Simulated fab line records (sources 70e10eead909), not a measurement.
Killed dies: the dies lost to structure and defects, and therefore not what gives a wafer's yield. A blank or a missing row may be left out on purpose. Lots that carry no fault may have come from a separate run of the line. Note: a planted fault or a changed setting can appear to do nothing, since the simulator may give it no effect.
Matching of chambers | flow nandHarc | NHARC_A_STAIRCASE_DESCUM_11 on rieDiel-10: 4 sister chambers
The step chemistry O2, time 3 s. 4 wafers are shown with their chamber, then 9 later ones without.

WAFERS PAIRED WITH THEIR CHAMBERS
wafer  | chamber | showerheadPlenumPTorr (Torr)
L076.5 | 3       | 1.97
L086.3 | 2       | 1.85
L089.2 | 0       | 2.02
L089.5 | 1       | 1.76

WAFERS MISSING THEIR CHAMBER
wafer  | showerheadPlenumPTorr (Torr)
L091.1 | 1.85
L091.2 | 2.02
L091.6 | 1.85
L092.1 | 1.85
L092.3 | 2.02
L092.5 | 2.02
L096.1 | 2.07
L096.3 | 1.84
L096.4 | 1.84

EACH ONE'S CHAMBER
wafer  | from the rows above | in truth
L091.1 | 2                   | 2
L091.2 | 0                   | 0
L091.6 | 2                   | 2
L092.1 | 2                   | 2
L092.3 | 0                   | 0
L092.5 | 0                   | 0
L096.1 | 0                   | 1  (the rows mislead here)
L096.3 | 2                   | 2
L096.4 | 2                   | 2
Correctly placed: 8 of 9. Number that these rows cannot place: 0. 1 placed wrongly.
How it was worked out, from the rows above alone: a wafer's distance from a chamber is the root of the sum, over the readings, of the square of ((its reading less the chamber's mean) divided by the reading's scatter). The wafer belongs to the nearest chamber; if the next one is less than 2 further off, it can't be placed. A chamber's mean is the mean of its shown wafers. The scatter (one wafer shown for each chamber): square how far every hidden wafer sits from the nearest shown wafer, average those squares and take the square root.
